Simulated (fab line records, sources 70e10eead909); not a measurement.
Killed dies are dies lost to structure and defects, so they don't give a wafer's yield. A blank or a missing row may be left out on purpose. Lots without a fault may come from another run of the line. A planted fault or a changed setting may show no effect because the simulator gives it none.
Which tool did it? | flow nand_harc | 12 lots, 36 wafers sampled, at 2 steps of a route of 1302

WHAT THE GAUGES READ, wafer by wafer
NHARC_A_ONON_D2_THK_MEAS_02: measures by ellipsometry.
lot  | measured     | on            | thk_nm (nm)
L074 | day 12 10:40 | film_metro-02 | 993 993 992
L078 | day 14 00:02 | film_metro-01 | 992 992 992
L079 | day 14 20:25 | film_metro-01 | 1005 1008 1004
L081 | day 15 08:55 | film_metro-01 | 991 989 991
L083 | day 16 01:28 | film_metro-02 | 1006 1006 1005
L084 | day 16 16:03 | film_metro-01 | 1013 1011 1011
L088 | day 18 11:56 | film_metro-01 | 1001 1000 999
L089 | day 18 18:30 | film_metro-01 | 979 978 979
L091 | day 19 18:08 | film_metro-01 | 996 997 996
L094 | day 20 07:43 | film_metro-02 | 1007 1008 1008
L095 | day 21 10:26 | film_metro-02 | 1001 1002 1002
L097 | day 22 09:36 | film_metro-01 | 993 991 993

WHICH TOOL RAN EACH LOT (tool, then ch and the chambers of the sampled wafers, then the start)
lot  | NHARC_A_DECK1_JOINT_ETCHBACK_00
L074 | rie_si-01 ch 1,2,3, day 11 11:40
L078 | rie_si-02 ch 0,3, day 12 22:20
L079 | rie_si-01 ch 0,1,3, day 13 18:41
L081 | rie_si-01 ch 0,1,2, day 14 07:50
L083 | rie_si-02 ch 1,2,3, day 14 22:53
L084 | rie_si-02 ch 1,2,3, day 15 15:59
L088 | rie_si-02 ch 1,2,3, day 17 10:48
L089 | rie_si-05 ch 0,2,3, day 17 19:07
L091 | rie_si-05 ch 0,1,3, day 18 17:49
L094 | rie_si-05 ch 0,1,2, day 19 10:43
L095 | rie_si-01 ch 2,3, day 20 10:10
L097 | rie_si-02 ch 0,1,2, day 21 00:41
- NHARC_A_DECK1_JOINT_ETCHBACK_00: etches the open film in HBr, target depth 30 nm, time 17.4 s.

THE ANSWER, worked out from the rows above alone
Rule: what is usual is taken from the lots themselves. Put in order of their means at a reading, lots are off if they are a third of the lots or fewer, leave a main group of 4 or more, and stand apart from it by a gap of 3 or more times the standard deviation of the main group's means; of several such gaps the widest counts. A main group whose means are all the same, to the digits that the tables above print for the reading, isn't used. A lot without any number at a reading at which 4 lots or more have one is off too. The other lots that the step has rows for count as sound.
No lot is off at any reading shown: from this, nothing can be told.

WHAT THE SIMULATOR HAD PUT IN
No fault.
